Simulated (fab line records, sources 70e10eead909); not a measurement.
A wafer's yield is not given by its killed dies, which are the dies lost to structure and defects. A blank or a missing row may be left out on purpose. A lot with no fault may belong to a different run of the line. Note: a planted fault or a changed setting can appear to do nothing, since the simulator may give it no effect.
Which of the tools did it? + flow nand_harc + 24 lots, 72 wafers sampled, at 4 steps of a route of 1159

== WHAT THE GAUGES SHOWED, per wafer ==
NHARC_A_SGD_CUT_OVL_MEAS_10.
| lot  | measured     | on         | overlay_x_nm (nm) | overlay_y_nm (nm) |
|------|--------------|------------|-------------------|-------------------|
| L074 | day 13 17:10 | overlay-02 | 0.5 0.8 0.5       | 1.5 1.1 1.2       |
| L075 | day 13 16:37 | overlay-02 | -0.8 -0.7 -0.2    | -1.2 -0.9 -1.7    |
| L076 | day 14 04:51 | overlay-02 | 1.0 0.8 0.8       | -0.6 -0.5 -0.4    |
| L077 | day 14 04:29 | overlay-02 | 0.9 1.3 1.3       | 0.1 -0.9 -0.3     |
| L079 | day 14 19:28 | overlay-01 | -1.1 -1.2 -1.0    | 1.8 1.1 0.6       |
| L078 | day 14 19:38 | overlay-01 | -0.6 -0.8 -0.4    | 0.2 0.4 0.3       |
| L081 | day 15 19:31 | overlay-02 | 0.9 0.9 0.4       | -0.3 0.0 0.3      |
| L080 | day 15 19:59 | overlay-01 | 0.2 -0.4 0.1      | -1.4 -1.4 -1.1    |
| L082 | day 16 11:40 | overlay-02 | -0.5 -0.1 -0.3    | 0.5 0.1 0.0       |
| L083 | day 16 12:58 | overlay-02 | 0.2 0.4 0.1       | 0.3 -0.2 -0.7     |
| L085 | day 16 13:49 | overlay-01 | 0.0 -0.2 -0.2     | 0.3 0.1 0.2       |
| L084 | day 16 12:05 | overlay-02 | -1.5 -1.2 -1.1    | -1.2 -1.5 -1.7    |
| L087 | day 17 01:59 | overlay-02 | -1.3 -1.1 -1.1    | -0.5 -0.6 -0.6    |
| L086 | day 17 11:26 | overlay-02 | 0.0 0.1 0.0       | 0.8 0.3 0.6       |
| L088 | day 17 11:10 | overlay-01 | -1.0 -1.6 -2.2    | 0.1 0.6 0.3       |
| L089 | day 17 10:48 | overlay-02 | 0.3 0.7 0.7       | 1.3 0.9 0.5       |
| L090 | day 17 23:29 | overlay-01 | 0.1 0.3 0.2       | 1.5 0.9 1.2       |
| L091 | day 17 23:38 | overlay-02 | -0.1 -0.4 0.0     | 0.4 -0.1 0.4      |
| L092 | day 17 23:11 | overlay-01 | -0.9 -0.8 -1.2    | 0.1 0.2 0.3       |
| L093 | day 18 16:42 | overlay-01 | 0.2 0.7 0.9       | 0.0 -0.4 0.3      |
| L094 | day 18 16:55 | overlay-01 | 0.1 0.2 0.2       | 0.2 -0.3 -0.3     |
| L095 | day 19 02:01 | overlay-01 | -1.4 -1.4 -1.3    | 0.6 0.9 0.7       |
| L096 | day 19 01:50 | overlay-01 | -1.1 -0.4 -0.5    | -0.5 -0.9 -0.5    |
| L097 | day 19 19:30 | overlay-01 | 1.3 0.8 1.1       | 0.0 -0.6 0.3      |

== WHAT TOOL EACH LOT RAN ON (gives the tool, then ch and the chambers of the sampled wafers, and finally the start) ==
| lot  | NHARC_A_STAIRCASE_DESCUM_312       | NHARC_A_STAIRCASE_CMP_450     | NHARC_A_STAIRCASE_STRIP_475                   |
|------|------------------------------------|-------------------------------|-----------------------------------------------|
| L074 | rie_diel-01 ch 0,1,2, day 11 18:37 | cmp-03 ch 1,3, day 13 14:23   | rie_diel-06 ch 1,3, day 13 17:10 or earlier   |
| L075 | rie_diel-06 ch 0,1,2, day 11 19:05 | cmp-02 ch 0,1,2, day 13 14:04 | rie_diel-06 ch 0,1,2, day 13 16:37 or earlier |
| L076 | rie_diel-06 ch 0,1, day 12 04:55   | cmp-03 ch 0,1, day 14 01:53   | rie_diel-13 ch 0,2,3, day 14 04:51 or earlier |
| L077 | rie_diel-13 ch 0,1,3, day 12 05:20 | cmp-02 ch 1,2, day 14 01:38   | rie_diel-13 ch 0,1,2, day 14 04:29 or earlier |
| L079 | rie_diel-01 ch 0,2,3, day 12 19:02 | cmp-03 ch 0,1,3, day 14 16:37 | rie_diel-01 ch 0,1,2, day 14 19:28 or earlier |
| L078 | rie_diel-01 ch 2,3, day 12 21:13   | cmp-04 ch 2,3, day 14 16:46   | rie_diel-06 ch 0,2,3, day 14 19:38 or earlier |
| L081 | rie_diel-01 ch 0,1,2, day 13 14:07 | cmp-02 ch 0,2,3, day 15 16:46 | rie_diel-13 ch 0,2,3, day 15 19:31 or earlier |
| L080 | rie_diel-01 ch 0,1,3, day 13 15:27 | cmp-02 ch 0,1,2, day 15 17:17 | rie_diel-13 ch 0,1,3, day 15 19:59 or earlier |
| L082 | rie_diel-13 ch 0,1,3, day 14 07:58 | cmp-04 ch 0,2,3, day 16 08:58 | rie_diel-06 ch 0,1,2, day 16 10:09            |
| L083 | rie_diel-13 ch 2,3, day 14 09:46   | cmp-04 ch 1,2,3, day 16 10:26 | rie_diel-01 ch 0,1, day 16 12:58 or earlier   |
| L085 | rie_diel-13 ch 2,3, day 14 15:04   | cmp-02 ch 0,1,2, day 16 11:14 | rie_diel-01 ch 0,3, day 16 13:49 or earlier   |
| L084 | rie_diel-01 ch 0,1,2, day 14 17:46 | cmp-03 ch 0,3, day 16 09:25   | rie_diel-01 ch 0,1, day 16 12:05 or earlier   |
| L087 | rie_diel-01 ch 2,3, day 14 22:02   | cmp-03 ch 1,2,3, day 16 23:14 | rie_diel-01 ch 0,3, day 17 01:59 or earlier   |
| L086 | rie_diel-01 ch 0,2, day 15 05:53   | cmp-02 ch 0,1,3, day 17 08:53 | rie_diel-13 ch 0,2, day 17 11:26 or earlier   |
| L088 | rie_diel-06 ch 0,2,3, day 15 07:49 | cmp-03 ch 0,1,3, day 17 08:36 | rie_diel-01 ch 0,1,2, day 17 11:10 or earlier |
| L089 | rie_diel-06 ch 0,2, day 15 09:14   | cmp-04 ch 1,2,3, day 17 08:13 | rie_diel-01 ch 1,2, day 17 10:48 or earlier   |
| L090 | rie_diel-13 ch 0,1,2, day 15 20:52 | cmp-02 ch 0,1,3, day 17 20:42 | rie_diel-01 ch 0,2,3, day 17 23:29 or earlier |
| L091 | rie_diel-01 ch 0,2,3, day 15 23:54 | cmp-03 ch 1,2,3, day 17 20:52 | rie_diel-13 ch 0,1,2, day 17 23:38 or earlier |
| L092 | rie_diel-06 ch 0,2, day 16 00:03   | cmp-04 ch 0,1,2, day 17 20:36 | rie_diel-01 ch 1,2, day 17 23:11 or earlier   |
| L093 | rie_diel-13 ch 0,1,2, day 16 13:56 | cmp-02 ch 1,2,3, day 18 13:38 | rie_diel-13 ch 0,1,2, day 18 16:42 or earlier |
| L094 | rie_diel-06 ch 0,1, day 16 16:43   | cmp-03 ch 0,1,3, day 18 13:55 | rie_diel-01 ch 0,3, day 18 16:55 or earlier   |
| L095 | rie_diel-06 ch 0,1,2, day 17 00:07 | cmp-02 ch 0,1, day 18 23:15   | rie_diel-01 ch 1,2, day 19 02:01 or earlier   |
| L096 | rie_diel-13 ch 0,1, day 17 07:07   | cmp-03 ch 1,2, day 18 23:08   | rie_diel-06 ch 0,1,3, day 19 01:50 or earlier |
| L097 | rie_diel-06 ch 1,3, day 17 19:16   | cmp-02 ch 0,3, day 19 16:58   | rie_diel-01 ch 0,2,3, day 19 19:30 or earlier |
- NHARC_A_STAIRCASE_DESCUM_312: chemistry O2, time 3 s.
- NHARC_A_STAIRCASE_CMP_450: polishes SiO2, target thk 200 nm.
- NHARC_A_STAIRCASE_STRIP_475: strips in O2, time 20 s.

== WHAT THE TOOLS THEMSELVES READ (means of the sampled wafers that have a number; where no wafer has one, the mark that the record gives instead) ==
NHARC_A_STAIRCASE_DESCUM_312.
| lot  | tool        | drypump_motor_current_A (A) | oes_product_au (a.u.) | rf_vpp_V (V) | showerhead_plenum_p_Torr (Torr) | throttle_valve_pct (%) |
|------|-------------|-----------------------------|-----------------------|--------------|---------------------------------|------------------------|
| L074 | rie_diel-01 | 5.7                         | 0.991                 | 57.2         | 1.83                            | 11.314                 |
| L075 | rie_diel-06 | 6.3                         | 0.991                 | 58.6         | 1.98                            | 11.312                 |
| L076 | rie_diel-06 | 6.1                         | 0.993                 | 58.6         | 1.98                            | 11.318                 |
| L077 | rie_diel-13 | 5.5                         | 0.985                 | 58.0         | 1.85                            | 11.311                 |
| L079 | rie_diel-01 | 5.8                         | 0.992                 | 57.5         | 1.87                            | 11.317                 |
| L078 | rie_diel-01 | 5.9                         | 0.996                 | 57.2         | 1.85                            | 11.311                 |
| L081 | rie_diel-01 | 5.7                         | 0.999                 | 57.2         | 1.82                            | 11.317                 |
| L080 | rie_diel-01 | 5.8                         | 0.984                 | 57.4         | 1.86                            | 11.306                 |
| L082 | rie_diel-13 | 5.4                         | 0.994                 | 57.6         | 1.84                            | 11.307                 |
| L083 | rie_diel-13 | 5.8                         | 0.986                 | 57.2         | 1.87                            | 11.305                 |
| L085 | rie_diel-13 | 5.8                         | 0.990                 | 57.0         | 1.87                            | 11.300                 |
| L084 | rie_diel-01 | 5.7                         | 1.000                 | 58.0         | 1.82                            | 11.310                 |
| L087 | rie_diel-01 | 5.9                         | 1.006                 | 58.2         | 1.84                            | 11.305                 |
| L086 | rie_diel-01 | 5.8                         | 1.010                 | 57.0         | 1.85                            | 11.311                 |
| L088 | rie_diel-06 | 6.2                         | 0.986                 | 57.9         | 1.89                            | 11.298                 |
| L089 | rie_diel-06 | 6.1                         | 0.992                 | 57.9         | 1.95                            | 11.315                 |
| L090 | rie_diel-13 | 5.8                         | 0.999                 | 58.7         | 1.94                            | 11.320                 |
| L091 | rie_diel-01 | 5.9                         | 1.004                 | 57.2         | 1.86                            | 11.321                 |
| L092 | rie_diel-06 | 6.1                         | 0.994                 | 58.2         | 1.95                            | 11.313                 |
| L093 | rie_diel-13 | 5.8                         | 1.006                 | 57.8         | 1.93                            | 11.314                 |
| L094 | rie_diel-06 | 6.1                         | 0.999                 | 57.9         | 1.96                            | 11.309                 |
| L095 | rie_diel-06 | 6.3                         | 1.003                 | 58.4         | 1.96                            | 11.307                 |
| L096 | rie_diel-13 | 5.4                         | 0.996                 | 57.4         | 1.84                            | 11.309                 |
| L097 | rie_diel-06 | 6.5                         | 1.013                 | 58.0         | 1.91                            | 11.301                 |

NHARC_A_STAIRCASE_CMP_450.
| lot  | tool   | motor_current_A (A) | slurry_filter_dp_kPa (kPa) |
|------|--------|---------------------|----------------------------|
| L074 | cmp-03 | 12.4                | 13.44                      |
| L075 | cmp-02 | 13.6                | 13.53                      |
| L076 | cmp-03 | 12.9                | 13.58                      |
| L077 | cmp-02 | 13.2                | 13.51                      |
| L079 | cmp-03 | 13.0                | 13.28                      |
| L078 | cmp-04 | 13.9                | 13.56                      |
| L081 | cmp-02 | 12.1                | 13.44                      |
| L080 | cmp-02 | 13.4                | 13.58                      |
| L082 | cmp-04 | 13.7                | 13.40                      |
| L083 | cmp-04 | 14.0                | 13.48                      |
| L085 | cmp-02 | 13.3                | 13.42                      |
| L084 | cmp-03 | 12.9                | 13.35                      |
| L087 | cmp-03 | 13.5                | 13.53                      |
| L086 | cmp-02 | 11.7                | 13.40                      |
| L088 | cmp-03 | 12.6                | 13.46                      |
| L089 | cmp-04 | 14.0                | 13.54                      |
| L090 | cmp-02 | 11.5                | 13.62                      |
| L091 | cmp-03 | 12.9                | 13.51                      |
| L092 | cmp-04 | 13.9                | 13.62                      |
| L093 | cmp-02 | 11.6                | 13.59                      |
| L094 | cmp-03 | 12.8                | 13.72                      |
| L095 | cmp-02 | 12.4                | 13.61                      |
| L096 | cmp-03 | 13.3                | 13.68                      |
| L097 | cmp-02 | 11.7                | 13.56                      |

NHARC_A_STAIRCASE_STRIP_475.
| lot  | tool        | drypump_motor_current_A (A) | oes_product_au (a.u.) | rf_vpp_V (V) | showerhead_plenum_p_Torr (Torr) | throttle_valve_pct (%) |
|------|-------------|-----------------------------|-----------------------|--------------|---------------------------------|------------------------|
| L074 | rie_diel-06 | 6.4                         | 1.001                 | 58.3         | 3.55                            | 17.039                 |
| L075 | rie_diel-06 | 6.3                         | 0.990                 | 58.3         | 3.62                            | 17.032                 |
| L076 | rie_diel-13 | 5.8                         | 1.007                 | 58.4         | 3.55                            | 17.035                 |
| L077 | rie_diel-13 | 5.8                         | 1.002                 | 58.2         | 3.57                            | 17.042                 |
| L079 | rie_diel-01 | 5.7                         | 1.007                 | 58.0         | 3.37                            | 17.035                 |
| L078 | rie_diel-06 | 6.2                         | 0.988                 | 58.6         | 3.49                            | 17.041                 |
| L081 | rie_diel-13 | 5.9                         | 0.988                 | 57.6         | 3.54                            | 17.032                 |
| L080 | rie_diel-13 | 5.5                         | 0.998                 | 56.3         | 3.39                            | 17.040                 |
| L082 | rie_diel-06 | 6.3                         | 0.996                 | 57.4         | 3.61                            | 17.043                 |
| L083 | rie_diel-01 | 5.7                         | 1.008                 | 57.4         | 3.41                            | 17.032                 |
| L085 | rie_diel-01 | 5.9                         | 1.007                 | 58.0         | 3.51                            | 17.035                 |
| L084 | rie_diel-01 | 5.7                         | 1.003                 | 57.3         | 3.36                            | 17.032                 |
| L087 | rie_diel-01 | 5.9                         | 1.006                 | 58.3         | 3.50                            | 17.038                 |
| L086 | rie_diel-13 | 5.9                         | 1.005                 | 57.8         | 3.63                            | 17.046                 |
| L088 | rie_diel-01 | 5.7                         | 1.006                 | 56.6         | 3.36                            | 17.042                 |
| L089 | rie_diel-01 | 5.7                         | 1.013                 | 57.2         | 3.32                            | 17.037                 |
| L090 | rie_diel-01 | 5.9                         | 1.012                 | 58.4         | 3.43                            | 17.040                 |
| L091 | rie_diel-13 | 5.8                         | 1.006                 | 58.1         | 3.55                            | 17.033                 |
| L092 | rie_diel-01 | 5.7                         | 1.003                 | 56.8         | 3.31                            | 17.041                 |
| L093 | rie_diel-13 | 5.8                         | 1.004                 | 58.0         | 3.55                            | 17.045                 |
| L094 | rie_diel-01 | 5.9                         | 1.007                 | 57.7         | 3.49                            | 17.041                 |
| L095 | rie_diel-01 | 5.7                         | 1.000                 | 57.5         | 3.31                            | 17.037                 |
| L096 | rie_diel-06 | 6.3                         | 1.003                 | 58.0         | 3.68                            | 17.035                 |
| L097 | rie_diel-01 | 5.9                         | 1.001                 | 57.8         | 3.42                            | 17.032                 |

== THE ANSWER, worked out from the rows above alone ==
Rule: the usual values come from the lots themselves. The widest of any qualifying gaps counts: lots, ordered by their means at a reading, are off when they make up no more than a third of the lots, leave a main group of 4 or more, and stand apart from it by 3 or more times the standard deviation of that group's means. A main group whose means are all the same, to the digits that the tables above print for the reading, isn't used. Also off: a lot with no number at a reading for which 4 or more lots have one. The other lots that the step has rows for count as sound. First the gauges in route order, then the tools' own readings, where a lot's mean is used as printed above. At the first step where some lot is off, the reading lying furthest off is the one used; lots without a number count as furthest.
Nothing can be told from this: no lot is off at any reading shown.

== WHAT WAS PUT IN BY THE SIMULATOR ==
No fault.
